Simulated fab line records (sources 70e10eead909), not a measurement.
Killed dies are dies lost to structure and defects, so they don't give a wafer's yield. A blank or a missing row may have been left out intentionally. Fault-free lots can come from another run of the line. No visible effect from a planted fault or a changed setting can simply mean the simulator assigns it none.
What tool caused it?    flow nand_harc    6 lots, 18 wafers sampled, at 5 steps of a route of 1159

## WHAT THE GAUGES SHOWED, per wafer
NHARC_END_SORT_01.
lot   measured      on         killed_at_array
L657  day 21 21:46  prober-01  673 675 674

## TOOL THAT RAN EACH LOT (tool first, then ch and the chambers of the sampled wafers, then the start)
lot   NHARC_A_SLIT_ETCH_24                NHARC_A_SLIT_ETCH_15                           NHARC_A_WL_FILL_RTA_01            NHARC_A_WL_FILL_ETCHBACK_05
L652  rie_diel-01 ch 1,2,3, day 14 19:15  rie_diel-01 ch 0,2,3, day 15 07:49 or earlier  rtp_anneal-01 ch 0, day 15 07:49  rie_metal-02 ch 0,1, day 15 12:08
L655  rie_diel-01 ch 1,2,3, day 16 09:16  rie_diel-01 ch 1,2, day 16 22:21 or earlier    rtp_anneal-01 ch 0, day 16 22:21  rie_metal-03 ch 0,1, day 17 02:32
L657  rie_diel-04 ch 1,2,3, day 16 22:04  rie_diel-04 ch 0,1,2, day 17 12:28 or earlier  rtp_anneal-02 ch 0, day 17 12:28  rie_metal-01 ch 0,1, day 17 20:08
L666  rie_diel-01 ch 2,3, day 18 19:20    rie_diel-01 ch 2,3, day 19 07:40 or earlier    rtp_anneal-01 ch 0, day 19 07:40  rie_metal-01 ch 0,1, day 19 13:52
L668  rie_diel-04 ch 0,1, day 19 14:27    rie_diel-04 ch 0,3, day 20 01:46 or earlier    rtp_anneal-01 ch 0, day 20 01:46  rie_metal-01 ch 1, day 20 05:59
L670  rie_diel-01 ch 0,2,3, day 19 17:29  rie_diel-01 ch 0,3, day 20 07:23 or earlier    rtp_anneal-01 ch 0, day 20 07:23  rie_metal-03 ch 0,1, day 20 15:19
- NHARC_A_SLIT_ETCH_24: etches the open film in CF4/CHF3, target depth 121 nm, time 60.5 s.
- NHARC_A_SLIT_ETCH_15: etches the open film in O2/COS, target depth 3200 nm, time 832 s.
- NHARC_A_WL_FILL_RTA_01: time 5 s.
- NHARC_A_WL_FILL_ETCHBACK_05: etches the open film in Cl2/BCl3, target depth 22 nm, time 60 s.

## THE ANSWER, worked out from the rows above alone
Rule: usual is defined by the lots themselves. Put in order of their means at a reading, lots are off if they are a third of the lots or fewer, leave a main group of 4 or more, and stand apart from it by a gap of 3 or more times the standard deviation of the main group's means; of several such gaps the widest counts. Not used: any main group whose means are identical at the precision the tables above print for the reading. Also off: a lot with no number at a reading for which 4 or more lots have one. The other lots that the step has rows for count as sound.
Across all readings shown, no lot is off: no conclusion can be drawn from this.

## WHAT THE SIMULATOR HAD PUT IN
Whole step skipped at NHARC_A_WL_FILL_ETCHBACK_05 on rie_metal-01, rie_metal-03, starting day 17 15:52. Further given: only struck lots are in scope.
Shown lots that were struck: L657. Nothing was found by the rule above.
